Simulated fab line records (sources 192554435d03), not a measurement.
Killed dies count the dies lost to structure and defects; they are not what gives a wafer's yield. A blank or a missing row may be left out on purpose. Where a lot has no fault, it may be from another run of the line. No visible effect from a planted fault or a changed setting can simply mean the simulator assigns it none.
Lot-split experiment -- flow n5 finfet -- 21 wafers read across 7 lots, on a route 1938 steps long

## THE SPLIT ITSELF
At N5_BEOL_M0_SAQP_COAT_08 (resist thk 90 nm), the setting spin rpm was moved away from the recipe's 1500 rpm on 8 of the 21 wafers read, by -10.5% to +10.5%. All remaining wafers had this setting at the recipe value.

Reading taken at the split's own step.

## THE READING
CAR-ArF_of_BEOL_M0_SAQP_COAT_08.thk nm (the simulator's own value, which no gauge read), in nm, at N5_BEOL_M0_SAQP_COAT_08 (resist thk 90 nm). The file does not state a usual value for it. The 13 wafers here that ran the recipe average 90.2 nm, standard deviation 0.24 nm.

wafer,"tool, chamber at the split","spin rpm as run, rpm",against the recipe,"CAR-ArF_of_BEOL_M0_SAQP_COAT_08.thk nm, nm",against lot-mates on the recipe
L075.1,"litho track-05, 0",1500,recipe,90.2,-
L075.2,"litho track-05, 0",1500,recipe,90.6,-
L075.3,"litho track-05, 0",1500,recipe,90.4,-
L076.2,"litho track-03, 0",1364,-9.1%,94.4,+4.3
L076.3,"litho track-03, 0",1500,recipe,90,-
L076.6,"litho track-03, 0",1500,recipe,90.2,-
L077.1,"litho track-05, 0",1500,recipe,89.8,-
L077.5,"litho track-05, 0",1500,recipe,90,-
L077.6,"litho track-05, 0",1599,+6.6%,87.4,-2.5
L080.1,"litho track-04, 0",1500,recipe,89.8,-
L080.3,"litho track-04, 0",1500,recipe,90,-
L080.6,"litho track-04, 0",1500,recipe,90,-
L081.4,"litho track-04, 0",1500,recipe,90.2,-
L081.5,"litho track-04, 0",1342,-10.5%,95,+4.8
L081.6,"litho track-04, 0",1342,-10.5%,95.4,+5.2
L084.1,"litho track-04, 0",1622,+8.1%,87,-3.4
L084.6,"litho track-04, 0",1622,+8.1%,87,-3.4
L084.5,"litho track-04, 0",1500,recipe,90.4,-
L092.2,"litho track-04, 0",1658,+10.5%,86.2,-4.2
L092.3,"litho track-04, 0",1500,recipe,90.4,-
L092.4,"litho track-04, 0",1658,+10.5%,86,-4.4

THE FIT
A straight line over all 21 wafers: CAR-ArF_of_BEOL_M0_SAQP_COAT_08.thk nm changes by -0.43 nm for each +1% of spin rpm; r = -0.99; the points scatter about the line by 0.3 nm.
The same after taking each lot's own level away (the mean of its wafers on the recipe; 21 wafers): -0.439 nm for each +1%; r = -1.00; scatter 0.2 nm.
The reading moves by 4.6 nm for the largest change in spin rpm, on that fit.
From 89.90 to 90.40 nm: that is the span of the lots' own levels, equal to 2.1 times the standard deviation above.
Consequently the slope shifts little with the lot-to-lot level, the two slopes agreeing.
Check: +4.73 nm against its lot-mates is what the line predicts for one of the wafers moved furthest among these (-10.5%) when that wafer is left out of the fit. It came out at +4.8 nm against them.

## ADDITIONAL SPLITS CARRIED BY THESE WAFERS
Other splits were also applied to these wafers ahead of the reading. Each is held against what the fit with the lots' levels taken away leaves over:
other split on the same wafers,wafers away from the commonest value,r with CAR-ArF_of_BEOL_M0_SAQP_COAT_08.thk nm (lot level and that fit taken away)
N5_GATE_CUT_HM_DEP_46 time s,8,-0.13
N5_GATE_CUT_COAT_27 spin rpm,4,+0.26
N5_GATE_CUT_DESCUM_18 time s,8,+0.28
N5_GATE_CUT_CUT_ETCH_54 bias w,8,-0.12
N5_MOL_CONTACT_COAG_ETCH_91 time s,8,+0.06

## FILE'S OWN FIT
CAR-ArF_of_BEOL_M0_SAQP_COAT_08.thk nm changes by -0.438 nm for each +1% of spin rpm, r = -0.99.
